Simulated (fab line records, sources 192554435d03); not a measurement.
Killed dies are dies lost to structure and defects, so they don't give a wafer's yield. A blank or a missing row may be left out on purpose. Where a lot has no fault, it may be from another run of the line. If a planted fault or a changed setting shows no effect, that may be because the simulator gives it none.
Split-lot study :: flow n5-finfet :: 39 wafers read across 7 lots, on a route 1938 steps long

SPLIT DETAILS
At N5_HKMG_FIN_ETCH_35 (etches SOC in N2/H2, target depth 215.8 nm, time 243.4 s), the setting source-w was moved away from the recipe's 3000 W on 9 of the 39 wafers read, by -16.0% to +7.3%. For the rest of the wafers, this setting stayed at what the recipe calls for.

The split's own step is where the reading is taken.

THE READING
rf-vpp-V, in V, at N5_HKMG_FIN_ETCH_35 (etches SOC in N2/H2, target depth 215.8 nm, time 243.4 s). On this fab line, fault-free wafers typically give 142.0 V with a standard deviation of 0.97 V.

wafer: L076.1
tool, chamber at the split: rie-diel-06, 1
source-w as run, W: 3000
against the recipe: recipe
rf-vpp-V, V: 142.8
against lot-mates on the recipe: -

wafer: L076.2
tool, chamber at the split: rie-diel-06, 3
source-w as run, W: 3000
against the recipe: recipe
rf-vpp-V, V: 141.7
against lot-mates on the recipe: -

wafer: L076.3
tool, chamber at the split: rie-diel-06, 2
source-w as run, W: 3000
against the recipe: recipe
rf-vpp-V, V: 140.1
against lot-mates on the recipe: -

wafer: L076.4
tool, chamber at the split: rie-diel-06, 0
source-w as run, W: 3000
against the recipe: recipe
rf-vpp-V, V: 143.1
against lot-mates on the recipe: -

wafer: L076.5
tool, chamber at the split: rie-diel-06, 3
source-w as run, W: 3000
against the recipe: recipe
rf-vpp-V, V: 140.7
against lot-mates on the recipe: -

wafer: L076.6
tool, chamber at the split: rie-diel-06, 2
source-w as run, W: 3000
against the recipe: recipe
rf-vpp-V, V: 141.8
against lot-mates on the recipe: -

wafer: L082.1
tool, chamber at the split: rie-diel-02, 1
source-w as run, W: 2714
against the recipe: -9.5%
rf-vpp-V, V: 147.1
against lot-mates on the recipe: +5.9

wafer: L082.2
tool, chamber at the split: rie-diel-02, 2
source-w as run, W: 3000
against the recipe: recipe
rf-vpp-V, V: 139.5
against lot-mates on the recipe: -

wafer: L082.3
tool, chamber at the split: rie-diel-02, 3
source-w as run, W: 3000
against the recipe: recipe
rf-vpp-V, V: 142.5
against lot-mates on the recipe: -

wafer: L082.4
tool, chamber at the split: rie-diel-02, 0
source-w as run, W: 2714
against the recipe: -9.5%
rf-vpp-V, V: 146.4
against lot-mates on the recipe: +5.2

wafer: L082.5
tool, chamber at the split: rie-diel-02, 1
source-w as run, W: 3000
against the recipe: recipe
rf-vpp-V, V: 141.5
against lot-mates on the recipe: -

wafer: L082.6
tool, chamber at the split: rie-diel-02, 2
source-w as run, W: 2714
against the recipe: -9.5%
rf-vpp-V, V: 147.5
against lot-mates on the recipe: +6.3

wafer: L088.1
tool, chamber at the split: rie-diel-06, 0
source-w as run, W: 3000
against the recipe: recipe
rf-vpp-V, V: 142.2
against lot-mates on the recipe: -

wafer: L088.2
tool, chamber at the split: rie-diel-06, 2
source-w as run, W: 3000
against the recipe: recipe
rf-vpp-V, V: 141.0
against lot-mates on the recipe: -

wafer: L088.3
tool, chamber at the split: rie-diel-06, 1
source-w as run, W: 2519
against the recipe: -16.0%
rf-vpp-V, V: 151.2
against lot-mates on the recipe: +9.6

wafer: L088.4
tool, chamber at the split: rie-diel-06, 3
source-w as run, W: 2519
against the recipe: -16.0%
rf-vpp-V, V: 150.1
against lot-mates on the recipe: +8.5

wafer: L088.5
tool, chamber at the split: rie-diel-06, 1
source-w as run, W: 3000
against the recipe: recipe
rf-vpp-V, V: 141.7
against lot-mates on the recipe: -

wafer: L088.6
tool, chamber at the split: rie-diel-06, 0
source-w as run, W: 2519
against the recipe: -16.0%
rf-vpp-V, V: 152.0
against lot-mates on the recipe: +10.4

wafer: L091.1
tool, chamber at the split: rie-diel-05, 1
source-w as run, W: 3000
against the recipe: recipe
rf-vpp-V, V: 140.8
against lot-mates on the recipe: -

wafer: L091.4
tool, chamber at the split: rie-diel-05, 0
source-w as run, W: 3000
against the recipe: recipe
rf-vpp-V, V: 140.1
against lot-mates on the recipe: -

wafer: L091.6
tool, chamber at the split: rie-diel-05, 0
source-w as run, W: 3000
against the recipe: recipe
rf-vpp-V, V: 139.9
against lot-mates on the recipe: -

wafer: L092.1
tool, chamber at the split: rie-diel-05, 3
source-w as run, W: 3000
against the recipe: recipe
rf-vpp-V, V: 144.4
against lot-mates on the recipe: -

wafer: L092.2
tool, chamber at the split: rie-diel-05, 0
source-w as run, W: 3000
against the recipe: recipe
rf-vpp-V, V: 141.7
against lot-mates on the recipe: -

wafer: L092.3
tool, chamber at the split: rie-diel-05, 2
source-w as run, W: 3000
against the recipe: recipe
rf-vpp-V, V: 140.9
against lot-mates on the recipe: -

wafer: L092.4
tool, chamber at the split: rie-diel-05, 1
source-w as run, W: 3000
against the recipe: recipe
rf-vpp-V, V: 141.3
against lot-mates on the recipe: -

wafer: L092.5
tool, chamber at the split: rie-diel-05, 0
source-w as run, W: 3000
against the recipe: recipe
rf-vpp-V, V: 140.4
against lot-mates on the recipe: -

wafer: L092.6
tool, chamber at the split: rie-diel-05, 1
source-w as run, W: 3000
against the recipe: recipe
rf-vpp-V, V: 140.5
against lot-mates on the recipe: -

wafer: L095.1
tool, chamber at the split: rie-diel-02, 3
source-w as run, W: 3000
against the recipe: recipe
rf-vpp-V, V: 141.2
against lot-mates on the recipe: -

wafer: L095.2
tool, chamber at the split: rie-diel-02, 2
source-w as run, W: 3000
against the recipe: recipe
rf-vpp-V, V: 142.4
against lot-mates on the recipe: -

wafer: L095.3
tool, chamber at the split: rie-diel-02, 0
source-w as run, W: 3000
against the recipe: recipe
rf-vpp-V, V: 142.7
against lot-mates on the recipe: -

wafer: L095.4
tool, chamber at the split: rie-diel-02, 1
source-w as run, W: 3000
against the recipe: recipe
rf-vpp-V, V: 142.0
against lot-mates on the recipe: -

wafer: L095.5
tool, chamber at the split: rie-diel-02, 0
source-w as run, W: 3000
against the recipe: recipe
rf-vpp-V, V: 140.8
against lot-mates on the recipe: -

wafer: L095.6
tool, chamber at the split: rie-diel-02, 1
source-w as run, W: 3000
against the recipe: recipe
rf-vpp-V, V: 143.1
against lot-mates on the recipe: -

wafer: L096.1
tool, chamber at the split: rie-diel-02, 2
source-w as run, W: 3220
against the recipe: +7.3%
rf-vpp-V, V: 137.9
against lot-mates on the recipe: -4.4

wafer: L096.2
tool, chamber at the split: rie-diel-02, 0
source-w as run, W: 3000
against the recipe: recipe
rf-vpp-V, V: 143.0
against lot-mates on the recipe: -

wafer: L096.3
tool, chamber at the split: rie-diel-02, 3
source-w as run, W: 3220
against the recipe: +7.3%
rf-vpp-V, V: 138.1
against lot-mates on the recipe: -4.2

wafer: L096.4
tool, chamber at the split: rie-diel-02, 1
source-w as run, W: 3000
against the recipe: recipe
rf-vpp-V, V: 141.7
against lot-mates on the recipe: -

wafer: L096.5
tool, chamber at the split: rie-diel-02, 2
source-w as run, W: 3220
against the recipe: +7.3%
rf-vpp-V, V: 140.1
against lot-mates on the recipe: -2.2

wafer: L096.6
tool, chamber at the split: rie-diel-02, 3
source-w as run, W: 3000
against the recipe: recipe
rf-vpp-V, V: 142.2
against lot-mates on the recipe: -

THE FIT
A straight line over all 39 wafers: rf-vpp-V changes by -0.554 V for each +1% of source-w; r = -0.94; the points scatter about the line by 1.1 V.
The same after taking each lot's own level away (the mean of its wafers on the recipe; 39 wafers): -0.578 V for each +1%; r = -0.96; scatter 0.97 V.
That fit puts the effect of the largest move of source-w on the reading at 9.3 V.
Across the lots, their own levels run from 140.27 to 142.30 V, a range of 2.1 times the standard deviation given above.
Consequently the slope shifts little with the lot-to-lot level, the two slopes agreeing.
Check: +9.3 V against its lot-mates is what the line predicts for one of the wafers moved furthest among these (-16.0%) when that wafer is left out of the fit. Against them it came out at +9.57 V.
Tool readings at the split's step, against how far the setting was moved: rf-vpp-V r = -0.94.

ADDITIONAL SPLITS CARRIED BY THESE WAFERS
Note: prior to the reading, these wafers also went through further splits. Each is held against what the fit with the lots' levels taken away leaves over:
other split on the same wafers: N5_PMOS_HMC_CHANNEL_EPI_EPI_20 pressure-torr
wafers away from the commonest value: 33
r with rf-vpp-V (lot level and that fit taken away): +0.10

other split on the same wafers: N5_DUMMY_GATE_ETCH_37 source-w
wafers away from the commonest value: 15
r with rf-vpp-V (lot level and that fit taken away): +0.15

other split on the same wafers: N5_SD_EPI_N_EXPOSE_06 dose-mj
wafers away from the commonest value: 18
r with rf-vpp-V (lot level and that fit taken away): +0.16

other split on the same wafers: N5_HKMG_FIN_ETCH_54 bias-w
wafers away from the commonest value: 9
r with rf-vpp-V (lot level and that fit taken away): -0.09

THE FILE'S OWN FIT
rf-vpp-V changes by -0.58 V for each +1% of source-w, r = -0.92.
